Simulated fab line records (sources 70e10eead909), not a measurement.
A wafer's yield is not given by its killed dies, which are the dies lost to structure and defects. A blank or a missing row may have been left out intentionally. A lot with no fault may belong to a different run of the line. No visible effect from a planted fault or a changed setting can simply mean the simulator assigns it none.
fab line records + flow nandHarc
record
- lots=12
- wafers=36
- lastDay=33
route steps=1302 shown P_GATE@131 END@1302
lots with no fault: from the same line, run without faults
startH: start of the lot's first displayed wafer, in hours after the record's first day + waitH: hours from the lot's prior step to this one + " identical to the entry in the row above + L1.1+2: a row that stands for several wafers + - no value, or no start given + * or withheld: withheld + < > ~ a bound
route shown NAME@n: names a module that has steps shown in the file, with the first one's number in the route + usual: mean/standard deviation of fault-free wafers + same: alike in all rows + chamber/n: place in a boat + sites: the reading at each site + _std_site: the standard deviation of these + _edge_site: inner sites' mean taken away from outer sites' mean + radiusMm: for every site, how far away it sits from the centre of the wafer + mask NAME#n: copy n + behind: the last tool/chamber to shape the wafer + hold: why the lot went on hold/how many hours it stayed there/how the hold came to an end + device: whichever transistor did not switch (one of n, p or np) + end of line: the route-end tests of the same wafers + where a step has no rows: the recipe by itself + killed: dies that structure and defects cost at the first sort, which is not the same as the wafer's yield + map: a wafer's dies, x killed, . not, _ none there
set.NAME: the setting as run; set.NAME@STEP: as run at that earlier step + model.NAME: the simulator's own value behind a step, which no gauge read
steps of the route over a sample of lots; a table a step, a row a wafer
services: when a tool's chamber went out of use (startH, in hours from the record's first day, below 0 if earlier), for how many hours, and the reason
## steps
# step NHARC_P_GATE_HM_DEP_102
# recipe
- targetThkA=1200
- tempC=400
- material=aC
# usual
- throttleValvePct=34.999/0.0095
| lot.wafer | tool      | chamber | startH | waitH | throttleValvePct |
|-----------|-----------|---------|--------|-------|------------------|
| L305.2    | aclDep-01 | 0       | 100.38 | 0.6   | 35.003           |
| L305.4    | "         | 0       | "      | "     | 34.983           |
| L305.5    | "         | 0       | "      | "     | 35.006           |
| L307.1    | aclDep-03 | 0       | 117.89 | 1.7   | 35.010           |
| L307.2    | "         | 0       | "      | "     | 35.007           |
| L307.3    | "         | 0       | "      | "     | 34.998           |
| L308.1    | aclDep-02 | 0       | 129.46 | 0.8   | 35.005           |
| L308.2    | "         | 0       | "      | "     | 35.007           |
| L308.5    | "         | 0       | "      | "     | 35.000           |
| L309.3    | aclDep-02 | 0       | 130.32 | 1.7   | 34.995           |
| L309.4    | "         | 0       | "      | "     | 34.999           |
| L309.6    | "         | 0       | "      | "     | 35.003           |
| L318.3    | aclDep-02 | 0       | 221.35 | 0.6   | 34.994           |
| L318.4    | "         | 0       | "      | "     | 35.007           |
| L318.6    | "         | 0       | "      | "     | 35.026           |
| L319.2    | aclDep-02 | 0       | 239.02 | 0.5   | 34.988           |
| L319.3    | "         | 0       | "      | "     | 35.000           |
| L319.5    | "         | 0       | "      | "     | 35.010           |
| L320.3    | aclDep-01 | 0       | 239.13 | 0.6   | 34.989           |
| L320.5    | "         | 0       | "      | "     | 34.989           |
| L320.6    | "         | 0       | "      | "     | 35.009           |
| L321.2    | aclDep-01 | 0       | 261.46 | 4.5   | 34.994           |
| L321.5    | "         | 0       | "      | "     | 34.998           |
| L321.6    | "         | 0       | "      | "     | 34.987           |
| L322.2    | aclDep-03 | 0       | 263.16 | 1.1   | 35.008           |
| L322.5    | "         | 0       | "      | "     | 34.996           |
| L322.6    | "         | 0       | "      | "     | 34.999           |
| L323.2    | aclDep-03 | 0       | 271.92 | 0.6   | 34.996           |
| L323.4    | "         | 0       | "      | "     | 34.987           |
| L323.5    | "         | 0       | "      | "     | 34.985           |
| L324.1    | aclDep-03 | 0       | 283.10 | 0.4   | 34.997           |
| L324.2    | "         | 0       | "      | "     | 34.999           |
| L324.5    | "         | 0       | "      | "     | 34.996           |
| L325.1    | aclDep-02 | 0       | 299.09 | 3.8   | 34.998           |
| L325.3    | "         | 0       | "      | "     | 35.006           |
| L325.5    | "         | 0       | "      | "     | 34.997           |
# step NHARC_P_GATE_EXPOSE_56
# recipe
- na=0.6
- targetCdNm=720
- doseMj=14.81
- maskId=P_PSD
| lot.wafer  | tool          | chamber | startH | waitH | mask       |
|------------|---------------|---------|--------|-------|------------|
| L305.2+4+5 | krfScanner-01 | 0       | 114.89 | -     | P_PSD#0    |
| L307.1+2+3 | krfScanner-01 | 0       | 132.57 | -     | P_PSD#0    |
| L308.1+2+5 | krfScanner-01 | 0       | 144.22 | -     | P_PSD#0    |
| L309.3+4+6 | krfScanner-02 | 0       | 144.89 | -     | P_PSD_R1#0 |
| L318.3+4+6 | krfScanner-02 | 0       | 238.02 | -     | P_PSD#0    |
| L320.3+5+6 | krfScanner-02 | 0       | 253.70 | -     | P_PSD#0    |
| L319.2+3+5 | krfScanner-03 | 0       | 254.18 | -     | P_PSD#0    |
| L321.2+5+6 | krfScanner-03 | 0       | 275.99 | -     | P_PSD#0    |
| L322.2+5+6 | krfScanner-01 | 0       | 277.89 | -     | P_PSD#0    |
| L323.2+4+5 | krfScanner-03 | 0       | 286.57 | -     | P_PSD#0    |
| L324.1+2+5 | krfScanner-01 | 0       | 298.00 | -     | P_PSD#0    |
| L325.1+3+5 | krfScanner-02 | 0       | 313.97 | -     | P_PSD#0    |
# step NHARC_P_GATE_CD_MEAS_59
# recipe
- targetCdNm=720
- landingEnergyEv=500
# usual
- cdNm=719.6/1.3
| lot.wafer | tool     | chamber | startH | waitH | cdNm  |
|-----------|----------|---------|--------|-------|-------|
| L305.2    | cdSem-01 | 0       | 115.04 | -     | 721.1 |
| L305.4    | "        | 0       | "      | "     | 720.5 |
| L305.5    | "        | 0       | "      | "     | 719.1 |
| L307.1    | cdSem-01 | 0       | 132.72 | -     | 719.0 |
| L307.2    | "        | 0       | "      | "     | 720.0 |
| L307.3    | "        | 0       | "      | "     | 719.9 |
| L308.1    | cdSem-03 | 0       | 144.37 | -     | 718.1 |
| L308.2    | "        | 0       | "      | "     | 717.4 |
| L308.5    | "        | 0       | "      | "     | 716.7 |
| L309.3    | cdSem-02 | 0       | 145.04 | -     | 774.7 |
| L309.4    | "        | 0       | "      | "     | 776.2 |
| L309.6    | "        | 0       | "      | "     | 774.7 |
| L318.3    | cdSem-01 | 0       | 238.17 | -     | 719.0 |
| L318.4    | "        | 0       | "      | "     | 719.2 |
| L318.6    | "        | 0       | "      | "     | 718.4 |
| L320.3    | cdSem-03 | 0       | 253.85 | -     | 720.4 |
| L320.5    | "        | 0       | "      | "     | 720.8 |
| L320.6    | "        | 0       | "      | "     | 721.4 |
| L319.2    | cdSem-02 | 0       | 254.34 | -     | 720.1 |
| L319.3    | "        | 0       | "      | "     | 719.5 |
| L319.5    | "        | 0       | "      | "     | 718.7 |
| L321.2    | cdSem-03 | 0       | 276.14 | -     | 718.1 |
| L321.5    | "        | 0       | "      | "     | 717.7 |
| L321.6    | "        | 0       | "      | "     | 719.1 |
| L322.2    | cdSem-03 | 0       | 278.04 | -     | 718.7 |
| L322.5    | "        | 0       | "      | "     | 720.6 |
| L322.6    | "        | 0       | "      | "     | 718.7 |
| L323.2    | cdSem-01 | 0       | 286.72 | -     | 721.5 |
| L323.4    | "        | 0       | "      | "     | 721.0 |
| L323.5    | "        | 0       | "      | "     | 719.2 |
| L324.1    | cdSem-03 | 0       | 298.15 | -     | 721.4 |
| L324.2    | "        | 0       | "      | "     | 720.8 |
| L324.5    | "        | 0       | "      | "     | 719.2 |
| L325.1    | cdSem-03 | 0       | 314.13 | -     | 720.4 |
| L325.3    | "        | 0       | "      | "     | 719.6 |
| L325.5    | "        | 0       | "      | "     | 718.7 |
# step NHARC_P_GATE_DESCUM_93
# recipe
- timeS=3
- o2FlowSccm=200
- arFlowSccm=0
- biasPowerW=0
- chemistry=O2
# usual
- drypumpMotorCurrentA=5.8/0.53
- oesProductAu=1.002/0.0073
- rfVppV=58.0/0.87
- showerheadPlenumPTorr=1.96/0.079
- throttleValvePct=11.312/0.0083
| lot.wafer | tool       | chamber | startH | waitH | drypumpMotorCurrentA | oesProductAu | rfHoursCounterH | rfVppV | showerheadPlenumPTorr | throttleValvePct |
|-----------|------------|---------|--------|-------|----------------------|--------------|-----------------|--------|-----------------------|------------------|
| L305.4    | rieDiel-01 | 0       | 116.79 | -     | 5.0                  | 1.002        | 4.4             | 59.1   | 2.03                  | 11.314           |
| L305.2    | "          | 2       | "      | "     | 5.3                  | 1.014        | 4.7             | 57.0   | 1.90                  | 11.334           |
| L305.5    | "          | 0       | "      | "     | 5.0                  | 0.999        | -               | 59.5   | 2.03                  | 11.324           |
| L307.3    | rieDiel-01 | 2       | 134.46 | -     | 5.3                  | 1.016        | 5.6             | 58.1   | 1.90                  | 11.321           |
| L307.2    | "          | 3       | "      | "     | 6.5                  | 1.014        | 5.5             | 57.9   | 1.91                  | 11.304           |
| L307.1    | "          | 0       | "      | "     | 5.0                  | 0.997        | 5.6             | 58.6   | 2.03                  | 11.303           |
| L308.2    | rieDiel-01 | 3       | 146.12 | -     | 6.5                  | 1.012        | 6.8             | 57.8   | 1.91                  | 11.293           |
| L308.1    | "          | 1       | "      | "     | 5.4                  | 1.001        | 7.0             | 58.7   | 2.05                  | 11.312           |
| L308.5    | "          | 3       | "      | "     | 6.5                  | 1.005        | -               | 57.8   | 1.91                  | 11.311           |
| L309.4    | rieDiel-01 | 2       | 146.91 | -     | 5.3                  | 1.008        | 6.6             | 57.8   | 1.90                  | 11.311           |
| L309.3    | "          | 1       | "      | "     | 5.5                  | 0.991        | 7.0             | 58.3   | 2.05                  | 11.300           |
| L309.6    | "          | 3       | "      | "     | 6.5                  | 1.004        | -               | 57.8   | 1.91                  | 11.311           |
| L318.4    | rieDiel-09 | 1       | 240.06 | -     | 6.7                  | 0.991        | 7.6             | 56.9   | 1.84                  | 11.308           |
| L318.3    | "          | 2       | "      | "     | 6.1                  | 1.004        | 7.0             | 58.8   | 1.92                  | 11.302           |
| L318.6    | "          | 3       | "      | "     | 6.2                  | 0.997        | -               | 58.0   | 2.03                  | 11.319           |
| L320.3    | rieDiel-09 | 0       | 255.77 | -     | 5.7                  | 0.987        | 6.5             | 56.9   | 2.06                  | 11.308           |
| L320.6    | "          | 2       | "      | "     | 6.2                  | 1.006        | -               | 56.6   | 1.92                  | 11.296           |
| L320.5    | "          | 3       | "      | "     | 6.2                  | 0.998        | -               | 57.7   | 2.03                  | 11.309           |
| L319.3    | rieDiel-01 | 0       | 256.22 | -     | 5.0                  | 0.992        | 2.9             | 58.3   | 2.03                  | 11.308           |
| L319.2    | "          | 1       | "      | "     | 5.4                  | 0.993        | 2.3             | 59.6   | 2.05                  | 11.302           |
| L319.5    | "          | 0       | "      | "     | 5.0                  | 1.005        | -               | 57.8   | 2.02                  | 11.323           |
| L321.2    | rieDiel-12 | 2       | 278.02 | -     | 5.8                  | 1.007        | 0               | 57.1   | 1.95                  | 11.307           |
| L321.5    | "          | 1       | "      | "     | 5.4                  | 1.015        | -               | 58.7   | 1.91                  | 11.310           |
| L321.6    | "          | 2       | "      | "     | 5.8                  | 1.003        | -               | 57.7   | 1.95                  | 11.319           |
| L322.2    | rieDiel-01 | 1       | 279.94 | -     | 5.4                  | 0.992        | 3.5             | 59.9   | 2.05                  | 11.322           |
| L322.6    | "          | 3       | "      | "     | 6.5                  | 0.995        | -               | 57.8   | 1.91                  | 11.313           |
| L322.5    | "          | 1       | "      | "     | 5.4                  | 0.991        | -               | 58.6   | 2.05                  | 11.332           |
| L323.2    | rieDiel-01 | 1       | 288.48 | -     | 5.4                  | 1.008        | 4.1             | 58.6   | 2.05                  | 11.314           |
| L323.4    | "          | 3       | "      | "     | 6.5                  | 1.001        | 4.7             | 57.0   | 1.91                  | 11.303           |
| L323.5    | "          | 1       | "      | "     | 5.5                  | 1.005        | -               | 58.3   | 2.05                  | 11.303           |
| L324.1    | rieDiel-09 | 3       | 300.05 | -     | 6.2                  | 1.001        | 9.0             | 58.2   | 2.03                  | 11.310           |
| L324.2    | "          | 2       | "      | "     | 6.1                  | 0.992        | 9.5             | 59.3   | 1.92                  | 11.309           |
| L324.5    | "          | 0       | "      | "     | 5.7                  | 0.994        | -               | 57.9   | 2.06                  | 11.315           |
| L325.3    | rieDiel-09 | 3       | 315.90 | -     | 6.2                  | 0.995        | 10.2            | 57.5   | 2.02                  | 11.297           |
| L325.1    | "          | 1       | "      | "     | 6.7                  | 0.998        | 10.1            | 58.3   | 1.84                  | 11.312           |
| L325.5    | "          | 3       | "      | "     | 6.2                  | 0.999        | -               | 60.6   | 2.02                  | 11.318           |
# step NHARC_P_GATE_STRIP_113
# recipe
- powerW=1500
- tempC=110
- timeS=740
- chemistry=N2/H2
# usual
- drypumpMotorCurrentA=5.6/0.41
- heaterPowerW=96.7/2.9
| lot.wafer | tool           | chamber | startH | waitH | drypumpMotorCurrentA | heaterPowerW | rfHoursCounterH |
|-----------|----------------|---------|--------|-------|----------------------|--------------|-----------------|
| L305.2    | plasmaAsher-01 | 0       | 117.16 | 0.2   | 5.5                  | 96.7         | 23              |
| L305.4    | "              | 0       | "      | "     | 5.5                  | 99.6         | -               |
| L305.5    | "              | 0       | "      | "     | 5.5                  | 99.0         | -               |
| L307.2    | plasmaAsher-02 | 1       | 134.83 | 0.2   | 5.0                  | 98.4         | 10              |
| L307.1    | "              | 0       | "      | "     | 6.0                  | 96.2         | 10              |
| L307.3    | "              | 1       | "      | "     | 5.0                  | 101.1        | -               |
| L308.1    | plasmaAsher-01 | 1       | 146.57 | 0.2   | 5.9                  | 92.8         | 30              |
| L308.2    | "              | 0       | "      | "     | 5.5                  | 97.2         | 30              |
| L308.5    | "              | 1       | "      | "     | 5.9                  | 93.2         | -               |
| L309.3    | plasmaAsher-02 | 1       | 147.63 | 0.4   | 5.0                  | 99.5         | -               |
| L309.4    | "              | 0       | "      | "     | 6.0                  | 96.3         | -               |
| L309.6    | "              | 0       | "      | "     | 6.0                  | 97.1         | -               |
| L318.4    | plasmaAsher-01 | 0       | 240.64 | 0.3   | 5.5                  | 98.8         | -               |
| L318.3    | "              | 1       | "      | "     | 5.9                  | 93.0         | -               |
| L318.6    | "              | 0       | "      | "     | 5.5                  | 101.0        | -               |
| L320.3    | plasmaAsher-01 | 0       | 256.50 | 0.5   | 5.5                  | 97.0         | -               |
| L320.6    | "              | 1       | "      | "     | 5.9                  | 93.5         | -               |
| L320.5    | "              | 0       | "      | "     | 5.4                  | 98.1         | -               |
| L319.2    | plasmaAsher-01 | 0       | 257.05 | 0.6   | 5.4                  | 97.7         | 21              |
| L319.3    | "              | 1       | "      | "     | 5.9                  | 95.0         | -               |
| L319.5    | "              | 1       | "      | "     | 5.9                  | 91.4         | -               |
| L321.2    | plasmaAsher-02 | 0       | 278.49 | 0.3   | 6.0                  | 95.6         | 4               |
| L321.6    | "              | 1       | "      | "     | 5.0                  | 99.0         | -               |
| L321.5    | "              | 0       | "      | "     | 6.0                  | 99.3         | -               |
| L322.2    | plasmaAsher-02 | 0       | 280.42 | 0.3   | 6.0                  | 97.2         | 5               |
| L322.5    | "              | 1       | "      | "     | 5.0                  | 100.9        | -               |
| L322.6    | "              | 0       | "      | "     | 6.0                  | 97.1         | -               |
| L323.2    | plasmaAsher-01 | 0       | 288.83 | 0.2   | 5.5                  | 97.7         | 28              |
| L323.4    | "              | 1       | "      | "     | 5.9                  | 93.5         | -               |
| L323.5    | "              | 0       | "      | "     | 5.5                  | 99.9         | -               |
| L324.1    | plasmaAsher-02 | 1       | 300.45 | 0.2   | 5.0                  | 97.9         | 9               |
| L324.2    | "              | 0       | "      | "     | 6.0                  | 95.7         | 9               |
| L324.5    | "              | 1       | "      | "     | 5.0                  | 100.7        | -               |
| L325.1    | plasmaAsher-02 | 1       | 316.26 | 0.2   | 5.0                  | 97.3         | 12              |
| L325.3    | "              | 1       | "      | "     | 5.0                  | 99.9         | -               |
| L325.5    | "              | 0       | "      | "     | 6.0                  | 98.6         | -               |
# step NHARC_END_SORT_01
# recipe
- tempC=25
# usual
- killedAtArray=59/19
- killedAtOther=0.6/0.85
- killedAtPeriphery=3.8/2.5
- killedDies=64/19
- killedOpen=3.3/1.8
- killedShort=2.2/1.6
# same
- grossDies=677
| lot.wafer | tool      | chamber | startH | waitH | killedAtArray | killedAtOther | killedAtPeriphery | killedDies | killedOpen | killedShort |
|-----------|-----------|---------|--------|-------|---------------|---------------|-------------------|------------|------------|-------------|
| L309.3    | prober-01 | 0       | 607.50 | 3.1   | 89            | 0             | 2                 | 91         | 1          | 5           |
| L318.4    | prober-02 | 0       | 701.73 | 5.8   | 76            | 0             | 2                 | 78         | 5          | 2           |
| L320.3    | prober-01 | 0       | 701.90 | 3.1   | 68            | 0             | 2                 | 70         | 3          | 0           |
| L320.5    | prober-01 | 0       | 703.50 | 3.7   | 75            | 0             | 2                 | 77         | 1          | 2           |
| L320.6    | prober-01 | 0       | 704.31 | 4.0   | 69            | 2             | 5                 | 76         | 3          | 5           |
| L319.2    | prober-02 | 0       | 707.96 | 2.8   | 41            | 0             | 2                 | 43         | 3          | 2           |
| L319.3    | prober-02 | 0       | 708.76 | 3.1   | 39            | 0             | 3                 | 42         | 2          | 1           |
| L319.5    | prober-02 | 0       | 710.38 | 3.7   | 32            | 0             | 2                 | 34         | 1          | 2           |
# killed by level:class
L309.3 A_CHANNEL_HOLE_D1:chamberFilmFlake=34 A_SLIT:chamberFilmFlake=24 A_CHANNEL_HOLE_D2:chamberFilmFlake=15 A_STAIRCASE:chamberFilmFlake=5 A_CONTACT:chamberFilmFlake=4 P_GATE:areaExpose=2 A_ONON_D1:geometricParticle:short=1 A_CHANNEL_FILL_D1:geometricParticle:short=1
L318.4 A_CHANNEL_HOLE_D1:chamberFilmFlake=26 A_SLIT:chamberFilmFlake=24 A_CHANNEL_HOLE_D2:chamberFilmFlake=11 A_CONTACT:chamberFilmFlake=5 A_ONON_D1:geometricParticle:short=2 A_CHANNEL_FILL_D1:geometricParticle:open=2 A_BONDPAD:chamberFilmFlake=2 A_DECK1_JOINT:geometricParticle:open=1
L320.3 A_SLIT:chamberFilmFlake=29 A_CHANNEL_HOLE_D1:chamberFilmFlake=26 A_CONTACT:chamberFilmFlake=6 A_CHANNEL_FILL_D2:chamberFilmFlake=3 A_BLC:geometricParticle:open=2 P_CONTACT:geometricParticle:open=1 P_GATE:chamberFilmFlake=1 A_ZERO_WELL:chamberFilmFlake=1
L320.5 A_CHANNEL_HOLE_D1:chamberFilmFlake=34 A_SLIT:chamberFilmFlake=33 A_STAIRCASE:chamberFilmFlake=2 A_CONTACT:chamberFilmFlake=2 P_CONTACT:geometricParticle:short=1 A_CHANNEL_FILL_D1:geometricParticle:open=1 A_CONTACT:geometricParticle:short=1 P_GATE:chamberFilmFlake=1
L320.6 A_SLIT:chamberFilmFlake=33 A_CHANNEL_HOLE_D1:chamberFilmFlake=21 A_STAIRCASE:chamberFilmFlake=4 P_ZERO_WELL:chamberFilmFlake=3 A_WL_FILL:chamberFilmFlake=2 P_CONTACT:geometricParticle:short=1 P_M0:geometricParticle:open=1 A_ONON_D1:geometricParticle:short=1
L319.2 A_CHANNEL_HOLE_D2:chamberFilmFlake=13 A_CHANNEL_HOLE_D1:chamberFilmFlake=10 A_CONTACT:chamberFilmFlake=6 A_SLIT:chamberFilmFlake=2 A_WL_FILL:chamberFilmFlake=2 A_ONON_D1:geometricParticle:short=1 A_CHANNEL_FILL_D1:geometricParticle:open=1 A_ONON_D2:geometricParticle:open=1
L319.3 A_CHANNEL_HOLE_D2:chamberFilmFlake=18 A_CHANNEL_HOLE_D1:chamberFilmFlake=9 A_CONTACT:chamberFilmFlake=4 P_M0:chamberFilmFlake=2 A_SLIT:chamberFilmFlake=2 A_ONON_D1:geometricParticle:short=1 A_ONON_D1:geometricParticle:open=1 A_CONTACT:geometricParticle:open=1
L319.5 A_CHANNEL_HOLE_D2:chamberFilmFlake=14 A_CHANNEL_HOLE_D1:chamberFilmFlake=5 A_SLIT:chamberFilmFlake=4 A_CHANNEL_FILL_D1:geometricParticle:short=1 A_ONON_D2:geometricParticle:short=1 A_CHANNEL_FILL_D2:geometricParticle:open=1 P_ZERO_WELL:chamberFilmFlake=1 P_M0:chamberFilmFlake=1
## services
| tool           | chamber | startH | hours | kind   |
|----------------|---------|--------|-------|--------|
| krfScanner-02  | -       | 94.00  | 4.0   | pm     |
| krfScanner-02  | -       | 99.19  | 0.6   | repair |
| aclDep-03      | -       | 122.33 | 13.0  | pm     |
| krfScanner-01  | -       | 129.87 | 1.7   | repair |
| rieDiel-09     | -       | 136.42 | 0.7   | repair |
| krfScanner-01  | -       | 140.00 | 4.0   | pm     |
| rieDiel-09     | -       | 143.10 | 9.0   | pm     |
| plasmaAsher-01 | -       | 165.08 | 9.0   | pm     |
| rieDiel-09     | 3       | 177.86 | 1.3   | repair |
| rieDiel-09     | 0       | 202.43 | 7.9   | repair |
| rieDiel-01     | -       | 203.80 | 9.0   | pm     |
| krfScanner-02  | -       | 207.22 | 2.4   | repair |
| plasmaAsher-02 | -       | 220.18 | 13.2  | repair |
| krfScanner-01  | -       | 243.13 | 5.1   | repair |
| aclDep-02      | -       | 246.25 | 13.0  | pm     |
| plasmaAsher-02 | -       | 249.01 | 9.0   | pm     |
| krfScanner-02  | -       | 266.00 | 4.0   | pm     |
| rieDiel-01     | 0       | 277.26 | 3.5   | repair |
| rieDiel-09     | 1       | 285.79 | 15.3  | repair |
| krfScanner-01  | -       | 287.46 | 0.3   | repair |
| krfScanner-01  | -       | 291.04 | 2.0   | repair |
| rieDiel-01     | 0       | 298.87 | 1.5   | repair |
| aclDep-03      | -       | 303.82 | 13.0  | pm     |
| krfScanner-01  | -       | 312.00 | 4.0   | pm     |
## key
firstSign
- step=NHARC_P_GATE_EXPOSE_56
- reading=mask
- direction=changed
effect
- step=NHARC_P_GATE_CD_MEAS_59
- reading=cdNm
- direction=up
- sigmas=42
- usual=719.6
- struck=775.2
metAt NHARC_P_GATE_EXPOSE_56
struckLots L309
testerLeftOut L309
notActingAt NHARC_P_GATE_HM_DEP_102,NHARC_P_GATE_DESCUM_93,NHARC_P_GATE_STRIP_113
fault
- kind=wrongMask
- tool=any
- chamber=-
- onsetH=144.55
- steps=NHARC_P_GATE_EXPOSE_56
- auxCopy=P_PSD_R1#0
- cdOffsetNm=55.044
- scope=struckLotsOnly
# testerLeftOut: of these lots the tester's yield and bins aren't shown, on N5 and GAA mostly nor the transistor test; their killed dies are dies lost to structure and defects alone, not to doping, threshold or leakage, so they don't give the yield
